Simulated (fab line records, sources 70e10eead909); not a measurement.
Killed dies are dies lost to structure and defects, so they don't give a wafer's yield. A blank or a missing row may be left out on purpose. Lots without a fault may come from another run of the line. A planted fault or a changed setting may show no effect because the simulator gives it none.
A struck lot beside a sound one | flow nand_harc | 14 steps out of a route of 1302
Sound: wafers L716.2, L716.3, L716.4. Struck: wafers L722.1, L722.3, L722.4. The cause comes at the end.
At each step with rows: each side's tool, then ch and its chambers, then its first start. Under that, the readings that differ: sound wafers | struck wafers | difference of the means | sigmas: that difference in standard deviations of wafers without a fault.
alike: readings whose means differ by less than 2 such deviations, and words and numbers that are the same on both sides. not compared: withheld readings, readings that some wafer has no value for, bounds like >300 that may hide the same value, and numbers for which the record gives no deviation and whose values overlap.
The two part at a step that has a row with sigmas, a row that says differs or no value, or rows on one side only. Numbers that don't overlap but have no deviation are shown without sigmas and don't part them. A reading that every wafer of one side lacks parts them only if that side has two wafers or more.

NHARC_P_M1_CMP_23: polishes, t overpolish 20 s, target thk 157.82 nm.
  sound on cmp-02 ch 1,2,3, day 8 15:01; struck on cmp-04 ch 0,1,3, day 11 05:31
  alike: motor_current_A, time_to_endpoint_s
NHARC_P_M1_THK_MEAS_24: measures by xrf.
  sound on film_metro-02, day 8 15:20; struck on film_metro-01, day 11 05:50
  alike: thk_nm
then, 1 step without rows for these wafers: NHARC_P_M1_SRD_25.
NHARC_P_M1_INSPECT_27:
  sound on defect_inspect-02, day 8 15:29; struck on defect_inspect-01, day 11 05:59
  alike: raw_defect_count
NHARC_P_M1_PRE_CLEAN_32: time 12 s.
  sound on pecvd-01 ch 0,1, day 8 15:34; struck on pecvd-01 ch 1,2, day 11 06:05
  alike: heater_power_w
NHARC_P_M1_DEP_33: deposits SiCN, target thk 30 nm.
  sound on pecvd-01 ch 0,1, day 8 15:38; struck on pecvd-01 ch 1,2, day 11 06:14
  alike: heater_power_w
then, 5 steps without rows for these wafers: NHARC_P_M2_DEP_00 (deposits SiOC, target thk 182.5 nm); NHARC_P_M2_DEHYDRATE_01 (time 120 s); NHARC_P_M2_HMDS_02 (time 30 s); NHARC_P_M2_COAT_34 (time 65 s); NHARC_P_M2_COAT_03 (resist thk 90 nm).
NHARC_P_M2_SOFTBAKE_04: time 55 s.
  sound on litho_track-01 ch 0, day 8 16:00; struck on litho_track-01 ch 0, day 11 07:00
  reading                  | sound                | struck               | difference | sigmas
  heater_power_total_W (W) | 188.41 188.68 188.38 | 212.57 212.89 212.53 | +24.17     | +99 or more
then, 2 steps without rows for these wafers: NHARC_P_M2_EBR_05; NHARC_END_SORT_01.

WHERE THEY PART
Only at NHARC_P_M2_SOFTBAKE_04, within this record.

WHY: what the simulator had put in
Process parameter drift: litho_track-01, from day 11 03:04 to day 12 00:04, at NHARC_P_M2_SOFTBAKE_04. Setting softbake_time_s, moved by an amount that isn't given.
